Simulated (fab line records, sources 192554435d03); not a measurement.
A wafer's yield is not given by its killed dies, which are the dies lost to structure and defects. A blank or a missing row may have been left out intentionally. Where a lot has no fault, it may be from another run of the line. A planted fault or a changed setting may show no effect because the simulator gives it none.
Which tool did it?    flow n5_finfet    36 wafers sampled from 12 lots at 1 step of a route of 1938

== WHAT THE GAUGES SHOWED, per wafer ==
N5_BEOL_M5_CD_MEAS_28: target cd 30.6 nm, target cd y 20 nm.
lot   measured      on         cd_nm (nm)
L076  day 8 09:47   cd_sem-03  30.95 30.34 30.50
L077  day 8 18:50   cd_sem-01  30.36 30.12 30.72
L079  day 9 09:10   cd_sem-03  30.50 30.77 30.75
L081  day 9 17:53   cd_sem-01  30.60 30.78 30.08
L083  day 10 09:16  cd_sem-01  31.17 30.61 30.58
L085  day 10 16:42  cd_sem-01  30.78 30.53 30.85
L087  day 11 08:55  cd_sem-02  30.37 30.83 29.96
L090  day 11 20:06  cd_sem-02  30.57 30.01 30.85
L091  day 12 05:08  cd_sem-02  30.32 30.60 30.67
L093  day 13 05:25  cd_sem-02  30.46 31.10 30.85
L094  day 13 15:29  cd_sem-03  30.15 30.01 30.70
L097  day 14 04:11  cd_sem-03  30.61 30.36 30.55

== TOOL THAT RAN EACH LOT (tool first, then ch and the chambers of the sampled wafers, then the start) ==
There is no process step in the record ahead of these readings.

== THE ANSWER, worked out from the rows above alone ==
Rule: what is usual is taken from the lots themselves. Put in order of their means at a reading, lots are off if they are a third of the lots or fewer, leave a main group of 4 or more, and stand apart from it by a gap of 3 or more times the standard deviation of the main group's means; of several such gaps the widest counts. Not used: any main group whose means are identical at the precision the tables above print for the reading. A lot without any number at a reading at which 4 lots or more have one is off too. The other lots that the step has rows for count as sound.
No lot is off at any reading shown: from this, nothing can be told.

== WHAT THE SIMULATOR PUT IN ==
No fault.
